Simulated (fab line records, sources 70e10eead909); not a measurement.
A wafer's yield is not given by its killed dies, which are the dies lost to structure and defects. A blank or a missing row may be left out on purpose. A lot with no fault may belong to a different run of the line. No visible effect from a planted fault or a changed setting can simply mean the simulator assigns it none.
fab line records :: flow nand-harc :: part 2 of 2: steps 23 to 33 of 33
[record]
  lots = 5
  wafers = 15
  last-day = 33
route steps=1302 shown A_STAIRCASE@690
lots untouched by any fault: they come from a run of this same line in which no faults occurred
start-h: hours from the record's opening day to when the first of the lot's shown wafers began :: wait-h: time in hours since the lot's previous step :: " repeats the value in the row above :: L1.1+2: a single row standing in for several wafers :: - no value present, or no start provided :: * or withheld: withheld :: < > ~ a bound
route shown NAME@n: NAME is a module with steps in the file, n the number in the route of the first one :: usual: mean/standard deviation taken from wafers without a fault :: same: alike in all rows :: chamber/n: place in a boat :: sites: readings site by site :: _std_site: standard deviation across them :: _edge_site: outer sites' mean less inner sites' :: radius-mm: how far each site lies from the wafer's centre :: mask NAME#n: copy n :: behind: the last tool/chamber to shape the wafer :: hold: cause of the lot's hold/its duration in hours/its outcome :: device: the n, p or np transistor that did not switch :: end of line: tests of these same wafers at the route's end :: a step given without rows: its recipe and nothing more :: killed: dies that structure and defects cost at the first sort, which is not the same as the wafer's yield :: map: per-die view of a wafer (x killed, . not killed, _ where there is no die)
set.NAME: the setting as run; set.NAME@STEP: as run at that earlier step :: model.NAME: the simulator's own value behind a step, which no gauge read
a table for each step, a row for each wafer; lots at some steps of the route
services: from which hour (start-h, from the record's first day; less than 0 if before it) a tool's chamber was out of use, for how many hours, and why
[[steps]]
[step NHARC_A_STAIRCASE_TRIM_200]
[recipe]
  time-s = 211.2
  o2-flow-sccm = 500
  ar-flow-sccm = 0
  bias-w = 0
  chemistry = O2
[usual]
  drypump-motor-current-A = 5.8/0.46
  oes-product-au = 1.001/0.0096
  rf-vpp-V = 57.8/0.95
  showerhead-plenum-p-Torr = 3.50/0.13
  throttle-valve-pct = 17.036/0.0087
lot.wafer: L082.3
tool: rie-diel-12
chamber: 2
start-h: -
wait-h: -
drypump-motor-current-A: 5.6
oes-product-au: 1.006
rf-hours-counter-h: 55
rf-vpp-V: 56.2
showerhead-plenum-p-Torr: 3.55
throttle-valve-pct: 17.025

lot.wafer: L082.2
tool: rie-diel-12
chamber: 3
start-h: -
wait-h: -
drypump-motor-current-A: 6.1
oes-product-au: 0.989
rf-hours-counter-h: 60
rf-vpp-V: 57.6
showerhead-plenum-p-Torr: 3.32
throttle-valve-pct: 17.039

lot.wafer: L082.6
tool: rie-diel-12
chamber: 2
start-h: -
wait-h: -
drypump-motor-current-A: 5.6
oes-product-au: 1.001
rf-hours-counter-h: -
rf-vpp-V: 58.1
showerhead-plenum-p-Torr: 3.55
throttle-valve-pct: 17.036

lot.wafer: L086.1
tool: rie-diel-03
chamber: 0
start-h: -
wait-h: -
drypump-motor-current-A: 6.6
oes-product-au: 1.019
rf-hours-counter-h: 1
rf-vpp-V: 57.0
showerhead-plenum-p-Torr: 3.64
throttle-valve-pct: 17.037

lot.wafer: L086.5
tool: rie-diel-03
chamber: 1
start-h: -
wait-h: -
drypump-motor-current-A: 5.7
oes-product-au: 1.006
rf-hours-counter-h: -
rf-vpp-V: 56.6
showerhead-plenum-p-Torr: 3.57
throttle-valve-pct: 17.042

lot.wafer: L086.6
tool: rie-diel-03
chamber: 2
start-h: -
wait-h: -
drypump-motor-current-A: 4.9
oes-product-au: 1.018
rf-hours-counter-h: -
rf-vpp-V: 58.7
showerhead-plenum-p-Torr: 3.53
throttle-valve-pct: 17.043

lot.wafer: L092.1
tool: rie-diel-03
chamber: 1
start-h: -
wait-h: -
drypump-motor-current-A: 5.7
oes-product-au: 0.991
rf-hours-counter-h: 24
rf-vpp-V: 58.4
showerhead-plenum-p-Torr: 3.56
throttle-valve-pct: 17.031

lot.wafer: L092.4
tool: rie-diel-03
chamber: 3
start-h: -
wait-h: -
drypump-motor-current-A: 5.9
oes-product-au: 0.995
rf-hours-counter-h: 28
rf-vpp-V: 58.8
showerhead-plenum-p-Torr: 3.79
throttle-valve-pct: 17.030

lot.wafer: L092.3
tool: rie-diel-03
chamber: 0
start-h: -
wait-h: -
drypump-motor-current-A: 6.5
oes-product-au: 1.002
rf-hours-counter-h: 28
rf-vpp-V: 58.6
showerhead-plenum-p-Torr: 3.62
throttle-valve-pct: 17.034

lot.wafer: L093.4
tool: rie-diel-12
chamber: 0
start-h: -
wait-h: -
drypump-motor-current-A: 6.2
oes-product-au: 1.009
rf-hours-counter-h: 36
rf-vpp-V: 57.1
showerhead-plenum-p-Torr: 3.38
throttle-valve-pct: 17.025

lot.wafer: L093.3
tool: rie-diel-12
chamber: 2
start-h: -
wait-h: -
drypump-motor-current-A: 5.6
oes-product-au: 1.000
rf-hours-counter-h: 33
rf-vpp-V: 58.8
showerhead-plenum-p-Torr: 3.53
throttle-valve-pct: 17.032

lot.wafer: L093.2
tool: rie-diel-12
chamber: 3
start-h: -
wait-h: -
drypump-motor-current-A: 6.1
oes-product-au: 1.013
rf-hours-counter-h: 37
rf-vpp-V: 56.5
showerhead-plenum-p-Torr: 3.30
throttle-valve-pct: 17.041

lot.wafer: L094.4
tool: rie-diel-03
chamber: 0
start-h: -
wait-h: -
drypump-motor-current-A: 6.5
oes-product-au: 1.006
rf-hours-counter-h: 32
rf-vpp-V: 57.7
showerhead-plenum-p-Torr: 3.62
throttle-valve-pct: 17.028

lot.wafer: L094.2
tool: rie-diel-03
chamber: 2
start-h: -
wait-h: -
drypump-motor-current-A: 5.0
oes-product-au: 1.007
rf-hours-counter-h: 37
rf-vpp-V: 56.9
showerhead-plenum-p-Torr: 3.51
throttle-valve-pct: 17.028

lot.wafer: L094.5
tool: rie-diel-03
chamber: 0
start-h: -
wait-h: -
drypump-motor-current-A: 6.5
oes-product-au: 0.998
rf-hours-counter-h: -
rf-vpp-V: 57.0
showerhead-plenum-p-Torr: 3.62
throttle-valve-pct: 17.024
[step NHARC_A_STAIRCASE_ETCH_201]
[recipe]
  target-depth-a = 1000
  time-s = 40.5
  ion-energy-ev = 400
  c4f8-flow-sccm = 20
  o2-flow-sccm = 10
  ar-flow-sccm = withheld
  rf-w = 600
  bias-w = 1000
  chemistry = C4F8/O2
[usual]
  oes-product-au = 0.947/0.011
  rf-vpp-V = 895/4.7
lot.wafer: L082.3
tool: rie-diel-12
chamber: 1
start-h: -
wait-h: -
oes-product-au: 0.945
rf-hours-counter-h: 50
rf-vpp-V: 896

lot.wafer: L082.2
tool: rie-diel-12
chamber: 3
start-h: -
wait-h: -
oes-product-au: 0.943
rf-hours-counter-h: 60
rf-vpp-V: 889

lot.wafer: L082.6
tool: rie-diel-12
chamber: 2
start-h: -
wait-h: -
oes-product-au: 0.943
rf-hours-counter-h: -
rf-vpp-V: 896

lot.wafer: L086.1
tool: rie-diel-03
chamber: 0
start-h: -
wait-h: -
oes-product-au: 0.965
rf-hours-counter-h: 1
rf-vpp-V: 900

lot.wafer: L086.5
tool: rie-diel-03
chamber: 1
start-h: -
wait-h: -
oes-product-au: 0.937
rf-hours-counter-h: -
rf-vpp-V: 897

lot.wafer: L086.6
tool: rie-diel-03
chamber: 2
start-h: -
wait-h: -
oes-product-au: 0.956
rf-hours-counter-h: -
rf-vpp-V: 896

lot.wafer: L092.4
tool: rie-diel-03
chamber: 0
start-h: -
wait-h: -
oes-product-au: 0.966
rf-hours-counter-h: 28
rf-vpp-V: 898

lot.wafer: L092.3
tool: rie-diel-03
chamber: 2
start-h: -
wait-h: -
oes-product-au: 0.954
rf-hours-counter-h: 33
rf-vpp-V: 894

lot.wafer: L092.1
tool: rie-diel-03
chamber: 3
start-h: -
wait-h: -
oes-product-au: 0.963
rf-hours-counter-h: 28
rf-vpp-V: 905

lot.wafer: L093.4
tool: rie-diel-12
chamber: 3
start-h: -
wait-h: -
oes-product-au: 0.955
rf-hours-counter-h: 37
rf-vpp-V: 888

lot.wafer: L093.2
tool: rie-diel-12
chamber: 0
start-h: -
wait-h: -
oes-product-au: 0.956
rf-hours-counter-h: 36
rf-vpp-V: 891

lot.wafer: L093.3
tool: rie-diel-12
chamber: 1
start-h: -
wait-h: -
oes-product-au: 0.940
rf-hours-counter-h: 35
rf-vpp-V: 896

lot.wafer: L094.4
tool: rie-diel-03
chamber: 1
start-h: -
wait-h: -
oes-product-au: 0.934
rf-hours-counter-h: 28
rf-vpp-V: 896

lot.wafer: L094.2
tool: rie-diel-03
chamber: 2
start-h: -
wait-h: -
oes-product-au: 0.938
rf-hours-counter-h: 37
rf-vpp-V: 896

lot.wafer: L094.5
tool: rie-diel-03
chamber: 1
start-h: -
wait-h: -
oes-product-au: 0.926
rf-hours-counter-h: -
rf-vpp-V: 897
[step NHARC_A_STAIRCASE_TRIM_202]
[recipe]
  time-s = 211.2
  o2-flow-sccm = 500
  ar-flow-sccm = 0
  bias-w = 0
  chemistry = O2
[usual]
  drypump-motor-current-A = 5.8/0.46
  oes-product-au = 1.001/0.0091
  rf-vpp-V = 57.7/0.93
  showerhead-plenum-p-Torr = 3.51/0.13
  throttle-valve-pct = 17.037/0.0085
lot.wafer: L082.3
tool: rie-diel-12
chamber: 0
start-h: -
wait-h: -
drypump-motor-current-A: 6.2
oes-product-au: 1.017
rf-hours-counter-h: 54
rf-vpp-V: 57.2
showerhead-plenum-p-Torr: 3.40
throttle-valve-pct: 17.032

lot.wafer: L082.2
tool: rie-diel-12
chamber: 3
start-h: -
wait-h: -
drypump-motor-current-A: 6.2
oes-product-au: 0.985
rf-hours-counter-h: 60
rf-vpp-V: 58.3
showerhead-plenum-p-Torr: 3.32
throttle-valve-pct: 17.030

lot.wafer: L082.6
tool: rie-diel-12
chamber: 1
start-h: -
wait-h: -
drypump-motor-current-A: 6.2
oes-product-au: 0.986
rf-hours-counter-h: -
rf-vpp-V: 58.1
showerhead-plenum-p-Torr: 3.55
throttle-valve-pct: 17.029

lot.wafer: L086.1
tool: rie-diel-03
chamber: 3
start-h: -
wait-h: -
drypump-motor-current-A: 5.9
oes-product-au: 0.999
rf-hours-counter-h: 1
rf-vpp-V: 57.8
showerhead-plenum-p-Torr: 3.81
throttle-valve-pct: 17.024

lot.wafer: L086.6
tool: rie-diel-03
chamber: 1
start-h: -
wait-h: -
drypump-motor-current-A: 5.7
oes-product-au: 1.007
rf-hours-counter-h: -
rf-vpp-V: 57.5
showerhead-plenum-p-Torr: 3.57
throttle-valve-pct: 17.045

lot.wafer: L086.5
tool: rie-diel-03
chamber: 2
start-h: -
wait-h: -
drypump-motor-current-A: 5.0
oes-product-au: 1.025
rf-hours-counter-h: -
rf-vpp-V: 58.0
showerhead-plenum-p-Torr: 3.53
throttle-valve-pct: 17.033

lot.wafer: L092.1
tool: rie-diel-03
chamber: 3
start-h: -
wait-h: -
drypump-motor-current-A: 5.9
oes-product-au: 1.011
rf-hours-counter-h: 28
rf-vpp-V: 58.4
showerhead-plenum-p-Torr: 3.79
throttle-valve-pct: 17.029

lot.wafer: L092.3
tool: rie-diel-03
chamber: 1
start-h: -
wait-h: -
drypump-motor-current-A: 5.7
oes-product-au: 0.990
rf-hours-counter-h: 24
rf-vpp-V: 57.3
showerhead-plenum-p-Torr: 3.56
throttle-valve-pct: 17.037

lot.wafer: L092.4
tool: rie-diel-03
chamber: 2
start-h: -
wait-h: -
drypump-motor-current-A: 4.9
oes-product-au: 1.014
rf-hours-counter-h: 33
rf-vpp-V: 56.2
showerhead-plenum-p-Torr: 3.51
throttle-valve-pct: 17.031

lot.wafer: L093.4
tool: rie-diel-12
chamber: 2
start-h: -
wait-h: -
drypump-motor-current-A: 5.6
oes-product-au: 0.994
rf-hours-counter-h: 34
rf-vpp-V: 58.2
showerhead-plenum-p-Torr: 3.53
throttle-valve-pct: 17.048

lot.wafer: L093.3
tool: rie-diel-12
chamber: 3
start-h: -
wait-h: -
drypump-motor-current-A: 6.1
oes-product-au: 0.997
rf-hours-counter-h: 37
rf-vpp-V: 55.6
showerhead-plenum-p-Torr: 3.30
throttle-valve-pct: 17.038

lot.wafer: L093.2
tool: rie-diel-12
chamber: 0
start-h: -
wait-h: -
drypump-motor-current-A: 6.2
oes-product-au: 1.004
rf-hours-counter-h: 36
rf-vpp-V: 57.7
showerhead-plenum-p-Torr: 3.38
throttle-valve-pct: 17.041

lot.wafer: L094.2
tool: rie-diel-03
chamber: 3
start-h: -
wait-h: -
drypump-motor-current-A: 5.9
oes-product-au: 1.007
rf-hours-counter-h: 33
rf-vpp-V: 58.0
showerhead-plenum-p-Torr: 3.79
throttle-valve-pct: 17.048

lot.wafer: L094.4
tool: rie-diel-03
chamber: 0
start-h: -
wait-h: -
drypump-motor-current-A: 6.5
oes-product-au: 1.005
rf-hours-counter-h: 32
rf-vpp-V: 57.0
showerhead-plenum-p-Torr: 3.62
throttle-valve-pct: 17.045

lot.wafer: L094.5
tool: rie-diel-03
chamber: 2
start-h: -
wait-h: -
drypump-motor-current-A: 4.9
oes-product-au: 1.008
rf-hours-counter-h: -
rf-vpp-V: 56.6
showerhead-plenum-p-Torr: 3.51
throttle-valve-pct: 17.033
[step NHARC_A_STAIRCASE_ETCH_203]
[recipe]
  target-depth-a = 1000
  time-s = 40.5
  ion-energy-ev = 400
  c4f8-flow-sccm = 20
  o2-flow-sccm = 10
  ar-flow-sccm = withheld
  rf-w = 600
  bias-w = 1000
  chemistry = C4F8/O2
[usual]
  oes-product-au = 0.946/0.013
  rf-vpp-V = 895/5
lot.wafer: L082.3
tool: rie-diel-12
chamber: 0
start-h: -
wait-h: -
oes-product-au: 0.956
rf-hours-counter-h: 54
rf-vpp-V: 891

lot.wafer: L082.2
tool: rie-diel-12
chamber: 3
start-h: -
wait-h: -
oes-product-au: 0.918
rf-hours-counter-h: 60
rf-vpp-V: 887

lot.wafer: L082.6
tool: rie-diel-12
chamber: 0
start-h: -
wait-h: -
oes-product-au: 0.951
rf-hours-counter-h: -
rf-vpp-V: 891

lot.wafer: L086.1
tool: rie-diel-03
chamber: 1
start-h: -
wait-h: -
oes-product-au: 0.938
rf-hours-counter-h: 1
rf-vpp-V: 896

lot.wafer: L086.6
tool: rie-diel-03
chamber: 2
start-h: -
wait-h: -
oes-product-au: 0.958
rf-hours-counter-h: -
rf-vpp-V: 895

lot.wafer: L086.5
tool: rie-diel-03
chamber: 3
start-h: -
wait-h: -
oes-product-au: 0.951
rf-hours-counter-h: -
rf-vpp-V: 906

lot.wafer: L092.4
tool: rie-diel-03
chamber: 0
start-h: -
wait-h: -
oes-product-au: 0.967
rf-hours-counter-h: 28
rf-vpp-V: 899

lot.wafer: L092.1
tool: rie-diel-03
chamber: 1
start-h: -
wait-h: -
oes-product-au: 0.957
rf-hours-counter-h: 24
rf-vpp-V: 897

lot.wafer: L092.3
tool: rie-diel-03
chamber: 2
start-h: -
wait-h: -
oes-product-au: 0.961
rf-hours-counter-h: 33
rf-vpp-V: 894

lot.wafer: L093.3
tool: rie-diel-12
chamber: 0
start-h: -
wait-h: -
oes-product-au: 0.948
rf-hours-counter-h: 36
rf-vpp-V: 891

lot.wafer: L093.2
tool: rie-diel-12
chamber: 1
start-h: -
wait-h: -
oes-product-au: 0.946
rf-hours-counter-h: 35
rf-vpp-V: 897

lot.wafer: L093.4
tool: rie-diel-12
chamber: 2
start-h: -
wait-h: -
oes-product-au: 0.947
rf-hours-counter-h: 34
rf-vpp-V: 896

lot.wafer: L094.2
tool: rie-diel-03
chamber: 0
start-h: -
wait-h: -
oes-product-au: 0.944
rf-hours-counter-h: 33
rf-vpp-V: 900

lot.wafer: L094.4
tool: rie-diel-03
chamber: 1
start-h: -
wait-h: -
oes-product-au: 0.938
rf-hours-counter-h: 28
rf-vpp-V: 896

lot.wafer: L094.5
tool: rie-diel-03
chamber: 3
start-h: -
wait-h: -
oes-product-au: 0.939
rf-hours-counter-h: -
rf-vpp-V: 904
[step NHARC_A_STAIRCASE_STRIP_205]
[recipe]
  power-w = 1500
  temp-c = 250
  chemistry = O2
[usual]
  drypump-motor-current-A = 5.71/0.17
  heater-power-w = 354/20
lot.wafer: L082.2
tool: plasma-asher-02
chamber: 0
start-h: 439.57
wait-h: 0.1
drypump-motor-current-A: 5.54
heater-power-w: 346
rf-hours-counter-h: 1

lot.wafer: L082.3
tool: plasma-asher-02
chamber: 1
start-h: 439.57
wait-h: 0.1
drypump-motor-current-A: 5.98
heater-power-w: 379
rf-hours-counter-h: -

lot.wafer: L082.6
tool: plasma-asher-02
chamber: 1
start-h: 439.57
wait-h: 0.1
drypump-motor-current-A: 5.96
heater-power-w: 391
rf-hours-counter-h: -

lot.wafer: L086.1
tool: plasma-asher-01
chamber: 0
start-h: 473.82
wait-h: 0.1
drypump-motor-current-A: 5.80
heater-power-w: 361
rf-hours-counter-h: 27

lot.wafer: L086.5
tool: plasma-asher-01
chamber: 1
start-h: 473.82
wait-h: 0.1
drypump-motor-current-A: 5.57
heater-power-w: 333
rf-hours-counter-h: -

lot.wafer: L086.6
tool: plasma-asher-01
chamber: 0
start-h: 473.82
wait-h: 0.1
drypump-motor-current-A: 5.79
heater-power-w: 359
rf-hours-counter-h: -

lot.wafer: L092.1
tool: plasma-asher-01
chamber: 0
start-h: 552.03
wait-h: 0.1
drypump-motor-current-A: 5.76
heater-power-w: 336
rf-hours-counter-h: 3

lot.wafer: L092.4
tool: plasma-asher-01
chamber: 1
start-h: 552.03
wait-h: 0.1
drypump-motor-current-A: 5.57
heater-power-w: 358
rf-hours-counter-h: -

lot.wafer: L092.3
tool: plasma-asher-01
chamber: 0
start-h: 552.03
wait-h: 0.1
drypump-motor-current-A: 5.77
heater-power-w: 334
rf-hours-counter-h: -

lot.wafer: L093.2
tool: plasma-asher-02
chamber: 0
start-h: 552.50
wait-h: 0.1
drypump-motor-current-A: 5.56
heater-power-w: 335
rf-hours-counter-h: 26

lot.wafer: L093.4
tool: plasma-asher-02
chamber: 0
start-h: 552.50
wait-h: 0.1
drypump-motor-current-A: 5.54
heater-power-w: 347
rf-hours-counter-h: -

lot.wafer: L093.3
tool: plasma-asher-02
chamber: 1
start-h: 552.50
wait-h: 0.1
drypump-motor-current-A: 5.99
heater-power-w: 377
rf-hours-counter-h: -

lot.wafer: L094.2
tool: plasma-asher-01
chamber: 0
start-h: 571.85
wait-h: 0.1
drypump-motor-current-A: 5.77
heater-power-w: 345
rf-hours-counter-h: 8

lot.wafer: L094.4
tool: plasma-asher-01
chamber: 1
start-h: 571.85
wait-h: 0.1
drypump-motor-current-A: 5.56
heater-power-w: 349
rf-hours-counter-h: -

lot.wafer: L094.5
tool: plasma-asher-01
chamber: 0
start-h: 571.85
wait-h: 0.1
drypump-motor-current-A: 5.77
heater-power-w: 329
rf-hours-counter-h: -
[step NHARC_A_STAIRCASE_STRIP_206]
[recipe]
  time-s = 900
  temp-c = 130
  chemistry = SPM
lot.wafer: L082.3+6+2
tool: wet-bench-02
chamber: 7,0,4
start-h: 439.87
wait-h: 0.2

lot.wafer: L086.5+6+1
tool: wet-bench-06
chamber: 3,4,5
start-h: 474.14
wait-h: 0.1

lot.wafer: L092.1+3+4
tool: wet-bench-05
chamber: 4,5,7
start-h: 552.34
wait-h: 0.3

lot.wafer: L093.3+4+2
tool: wet-bench-02
chamber: 0,1,2
start-h: 552.85
wait-h: 0.2

lot.wafer: L094.4+5+2
tool: wet-bench-06
chamber: 1,2,4
start-h: 572.20
wait-h: 0.2
[step NHARC_A_STAIRCASE_PRECLEAN_207]
[recipe]
  time-s = *
  temp-c = 50
  bath-age-min = 0
  chemistry = SC1
lot.wafer: L082.3+6+2
tool: wet-bench-02
chamber: 7,0,4
start-h: -
wait-h: -

lot.wafer: L086.5+6+1
tool: wet-bench-06
chamber: 3,4,5
start-h: -
wait-h: -

lot.wafer: L092.1+3+4
tool: wet-bench-05
chamber: 4,5,7
start-h: -
wait-h: -

lot.wafer: L093.3+4+2
tool: wet-bench-02
chamber: 0,1,2
start-h: -
wait-h: -

lot.wafer: L094.4+5+2
tool: wet-bench-06
chamber: 1,2,4
start-h: -
wait-h: -
[step NHARC_A_STAIRCASE_SRD_208]
lot.wafer: L082.3+6+2
tool: wet-bench-02
chamber: 7,0,4
start-h: -
wait-h: -

lot.wafer: L086.5+6+1
tool: wet-bench-06
chamber: 3,4,5
start-h: -
wait-h: -

lot.wafer: L092.1+3+4
tool: wet-bench-05
chamber: 4,5,7
start-h: -
wait-h: -

lot.wafer: L093.3+4+2
tool: wet-bench-02
chamber: 0,1,2
start-h: -
wait-h: -

lot.wafer: L094.4+5+2
tool: wet-bench-06
chamber: 1,2,4
start-h: -
wait-h: -
[step NHARC_A_STAIRCASE_DEHYDRATE_209]
[recipe]
  temp-c = 150
  time-s = 120
lot.wafer: L082.2+3+6
tool: litho-track-07
chamber: 0
start-h: 440.33
wait-h: -

lot.wafer: L086.1+5+6
tool: litho-track-03
chamber: 0
start-h: 474.57
wait-h: -

lot.wafer: L092.1+3+4
tool: litho-track-07
chamber: 0
start-h: 552.78
wait-h: -

lot.wafer: L093.2+3+4
tool: litho-track-02
chamber: 0
start-h: 553.30
wait-h: -

lot.wafer: L094.2+4+5
tool: litho-track-02
chamber: 0
start-h: 572.66
wait-h: -
[step NHARC_A_STAIRCASE_HMDS_210]
[recipe]
  time-s = 30
lot.wafer: L082.2+3+6
tool: litho-track-07
chamber: 0
start-h: -
wait-h: -

lot.wafer: L086.1+5+6
tool: litho-track-03
chamber: 0
start-h: -
wait-h: -

lot.wafer: L092.1+3+4
tool: litho-track-07
chamber: 0
start-h: -
wait-h: -

lot.wafer: L093.2+3+4
tool: litho-track-02
chamber: 0
start-h: -
wait-h: -

lot.wafer: L094.2+4+5
tool: litho-track-02
chamber: 0
start-h: -
wait-h: -
[step NHARC_A_STAIRCASE_COAT_211]
[recipe]
  spin-rpm = 1200
lot.wafer: L082.2+3+6
tool: litho-track-07
chamber: 0
start-h: -
wait-h: -

lot.wafer: L086.1+5+6
tool: litho-track-03
chamber: 0
start-h: -
wait-h: -

lot.wafer: L092.1+3+4
tool: litho-track-07
chamber: 0
start-h: -
wait-h: -

lot.wafer: L093.2+3+4
tool: litho-track-02
chamber: 0
start-h: -
wait-h: -

lot.wafer: L094.2+4+5
tool: litho-track-02
chamber: 0
start-h: -
wait-h: -
[[services]]
tool: krf-scanner-02
chamber: -
start-h: 419.79
hours: 1.6
kind: repair

tool: wet-bench-02
chamber: -
start-h: 420.00
hours: 8.0
kind: pm

tool: litho-track-07
chamber: -
start-h: 426.00
hours: 7.0
kind: pm

tool: plasma-asher-02
chamber: -
start-h: 426.32
hours: 9.0
kind: pm

tool: wet-bench-05
chamber: -
start-h: 436.80
hours: 8.0
kind: pm

tool: krf-scanner-02
chamber: -
start-h: 438.00
hours: 4.0
kind: pm

tool: rie-diel-12
chamber: -
start-h: 447.42
hours: 9.0
kind: pm

tool: krf-scanner-04
chamber: -
start-h: 453.33
hours: 0.6
kind: repair

tool: rie-diel-03
chamber: 2
start-h: 453.37
hours: 4.3
kind: repair

tool: rie-diel-12
chamber: -
start-h: 458.24
hours: 0.5
kind: repair

tool: rie-diel-03
chamber: -
start-h: 459.55
hours: 9.0
kind: pm

tool: rie-diel-05
chamber: 2
start-h: 464.84
hours: 31.8
kind: repair

tool: plasma-asher-01
chamber: -
start-h: 487.02
hours: 7.0
kind: repair

tool: wet-bench-06
chamber: -
start-h: 490.72
hours: 0.5
kind: repair

tool: rie-diel-03
chamber: 1
start-h: 502.74
hours: 20.3
kind: repair

tool: krf-scanner-04
chamber: -
start-h: 513.15
hours: 0.4
kind: repair

tool: krf-scanner-02
chamber: -
start-h: 517.72
hours: 0.8
kind: repair

tool: plasma-asher-01
chamber: -
start-h: 519.18
hours: 9.0
kind: pm

tool: krf-scanner-04
chamber: -
start-h: 526.00
hours: 4.0
kind: pm

tool: rie-diel-12
chamber: -
start-h: 536.03
hours: 2.2
kind: repair

tool: krf-scanner-04
chamber: -
start-h: 536.08
hours: 2.8
kind: repair

tool: wet-bench-06
chamber: -
start-h: 545.60
hours: 8.0
kind: pm

tool: krf-scanner-02
chamber: -
start-h: 560.94
hours: 0.3
kind: repair

tool: rie-diel-12
chamber: 2
start-h: 569.33
hours: 2.6
kind: repair
